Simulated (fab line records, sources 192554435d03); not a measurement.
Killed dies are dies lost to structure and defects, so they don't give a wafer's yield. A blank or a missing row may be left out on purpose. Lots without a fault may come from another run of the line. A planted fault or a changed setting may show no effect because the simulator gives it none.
A struck lot beside a sound one | flow n5_finfet | 40 steps out of a route of 1938
Sound: wafers L588.3, L588.5, L588.6. Struck: wafers L580.1, L580.3, L580.6. The cause comes at the end.
At each step with rows: each side's tool, then ch and its chambers, then its first start. Under that, the readings that differ: sound wafers | struck wafers | difference of the means | sigmas: that difference in standard deviations of wafers without a fault.
alike: readings whose means differ by less than 2 such deviations, and words and numbers that are the same on both sides. not compared: withheld readings, readings that some wafer has no value for, bounds like >300 that may hide the same value, and numbers for which the record gives no deviation and whose values overlap.
The two part at a step that has a row with sigmas, a row that says differs or no value, or rows on one side only. Numbers that don't overlap but have no deviation are shown without sigmas and don't part them. A reading that every wafer of one side lacks parts them only if that side has two wafers or more.

first, 10 steps without rows for these wafers: N5_DUMMY_GATE_ETCH_23 (etches poly-Si in HBr/Cl2/O2, target depth 41 nm, time 22.3 s); N5_DUMMY_GATE_ETCH_44 (etches poly-Si in HBr/O2, stops on SiO2, target depth 127.5 nm); N5_DUMMY_GATE_ETCH_42 (etches SiO2 in CHF3/O2, target depth 3.5 nm, time 31 s); N5_DUMMY_GATE_STRIP_48 (strips in N2/H2, time 20 s); N5_DUMMY_GATE_PRECLEAN_33 (cleans in dHF, time 10 s); N5_DUMMY_GATE_PRECLEAN_25 (cleans in O3/DIW, time 45 s); N5_DUMMY_GATE_PRECLEAN_51 (cleans in SC2, time 45 s); N5_DUMMY_GATE_SRD_26 (time 30 s); N5_DUMMY_GATE_UV_OZONE_45 (time 120 s); N5_SPACER0_ALD_07 (deposits SiNx, target thk 2 nm).
N5_SPACER0_ALD_00: deposits SiOCN, target thk 3.5 nm, pulse time 3 s, purge time 2 s.
  sound on ald_sin-02 ch 1,2, day 8 14:43; struck on ald_sin-03 ch 0,1,2, day 6 13:52
  reading                                   | sound       | struck      | difference | sigmas
  ald_cycles                                | 58 58 58    | 74 74 74    | +16        |
  model.SiOCN_of_SPACER0_ALD_00.thk_nm (nm) | 3.6 3.6 3.4 | 4.4 4.4 4.4 | +0.9       |
  alike: heater_power_w, precursor_pulse_height_rel
then, 25 steps without rows for these wafers: N5_SPACER0_ALD_08 (deposits SiNx, target thk 2 nm); N5_SD_EPI_N_COAT_32 (time 60 s, resist thk 350 nm); N5_SD_EPI_N_COAT_33 (time 60 s, resist thk 35 nm); N5_SD_EPI_N_COAT_03 (resist thk 150 nm); N5_SD_EPI_N_EBR_05; N5_SD_EPI_N_SOFTBAKE_04 (time 60 s); N5_SD_EPI_N_EXPOSE_06 (exposes mask SD N BLK, target cd 120 nm); N5_SD_EPI_N_PEB_07 (peb time 60 s); N5_SD_EPI_N_DEVELOP_08 (develop time 30 s); N5_SD_EPI_N_DESCUM_14 (chemistry O2, time 7.9 s); N5_SD_EPI_N_ETCH_34 (etches SiARC in CF4, target depth 45.5 nm, time 75.8 s); N5_SD_EPI_N_ETCH_35 (etches SOC in N2/H2, overetch 108 nm, time 486 s); N5_SD_EPI_N_STRIP_36 (strips in N2/H2); N5_SD_EPI_N_ETCHBACK_44 (etches SiNx in CH3F/O2, stops on SiO2, target depth 14.5 nm); N5_SD_EPI_N_ETCH_45 (etches SiOCN in CH3F/O2, target depth 6 nm); N5_SD_EPI_N_ETCH_16 (etches SiO2 in CHF3/O2, target depth 5 nm); N5_SD_EPI_N_STRIP_47 (strips in CHF3/O2); N5_SD_EPI_N_SD_RECESS_17 (chemistry HBr/Cl2/O2, target depth 41 nm, time 23.7 s, bt time 3 s); N5_SD_EPI_N_STRIP_38 (strips in N2/H2); N5_SD_EPI_N_WET_ETCH_43 (etches SiO2 in dHF, time 14 s, target depth 1.5 nm); N5_SD_EPI_N_STRIP_18 (strips in SPM, time 750 s); N5_SD_EPI_N_SRD_20 (time 30 s); N5_SD_EPI_N_PRECLEAN_48 (cleans in NF3:NH3, afs cycles 2, time 20 s, sublimation time 60 s); N5_SD_EPI_N_VAPOR_ETCH_50 (etches Si in HCl, time 54 s); N5_SD_EPI_N_EPI_21 (deposits Si:P, time 690 s).
N5_SD_EPI_P_VAPOR_ETCH_44: etches SiGe30 in NF3/Ar, time 3.3 s.
  sound on epi_rpcvd-01 ch 0, day 8 21:37; struck on epi_rpcvd-02 ch 0, day 6 21:40
N5_SD_EPI_P_PRECLEAN_32: cleans in dHF, time 10 s.
  sound on wet_bench-01 ch 0,2,3, day 9 00:03; struck on wet_bench-03 ch 1,5,6, day 7 00:10
  reading                                   | sound       | struck      | difference | sigmas
  model.SiOCN_of_SPACER0_ALD_00.thk_nm (nm) | 3.4 3.4 3.4 | 4.4 4.4 4.4 | +1.0       |
-- the record jumps here: 5 days lie between the struck wafers' starts before and after (it left off in module SD_EPI_P and takes up again in module BEOL_M4, whose first step shown is number 1111 of the route) --
N5_BEOL_M4_RC_MEAS_101:
  sound on prober-02 ch 0, day 14 04:46; struck on prober-02 ch 0, day 12 04:28
  reading         | sound                | struck               | difference | sigmas
  DIBL_N (mV/V)   | 37.5 36.5 36.5       | 32.7 31.9 31.8       | -4.7       | -4
  IOFF_N (nA/um)  | 0.183 0.156 0.159    | 0.124 0.108 0.101    | -0.055     | -2
  IOFF_P (nA/um)  | 0.229 0.214 0.213    | 0.325 0.278 0.286    | +0.078     | +3
  ION_N (uA/um)   | 687 674 677          | 639 641 627          | -44        | -5
  REXT_N (ohm.um) | 74.2 74.0 74.7       | 85.7 86.5 86.2       | +11.8      | +8
  VT_N (mV)       | 249.2 250.7 247.9    | 251.5 256.1 256.5    | +5.4       | +2
  VT_P (mV)       | -249.6 -248.4 -253.8 | -239.4 -244.2 -245.8 | +7.5       | +2
  alike: DIBL_P, ION_P, SS_N, SS_P
-- the record jumps here: 4 days lie between the struck wafers' starts before and after (it left off in module BEOL_M4 and takes up again in module PASSIVATION, whose first step shown is number 1936 of the route) --
N5_PASSIVATION_PROBE_49:
  sound on prober-02, day 18 17:52; struck on prober-01, day 16 09:26
  reading              | sound          | struck          | difference | sigmas
  sort_bin_8_speed (%) | 0 0 0          | 0.51 4.83 34.32 | +13.22     | +99 or more
  sort_n_pass          | 1094 1097 1099 | 1085 1025 672   | -169       | -10
  sort_yield_pct (%)   | 92.7 93.0 93.1 | 91.9 86.9 56.9  | -14.4      | -10
  alike: defect_limited_yield, killed_at_M0_to_M3, killed_at_M4_up, killed_at_contacts, killed_at_front_end, killed_at_other, killed_dies, killed_open, killed_short, sort_bin_5_function, sort_bin_6_memory

WHERE THEY PART
First at N5_BEOL_M4_RC_MEAS_101; last, within this record, at N5_PASSIVATION_PROBE_49.

WHY: what the simulator had put in
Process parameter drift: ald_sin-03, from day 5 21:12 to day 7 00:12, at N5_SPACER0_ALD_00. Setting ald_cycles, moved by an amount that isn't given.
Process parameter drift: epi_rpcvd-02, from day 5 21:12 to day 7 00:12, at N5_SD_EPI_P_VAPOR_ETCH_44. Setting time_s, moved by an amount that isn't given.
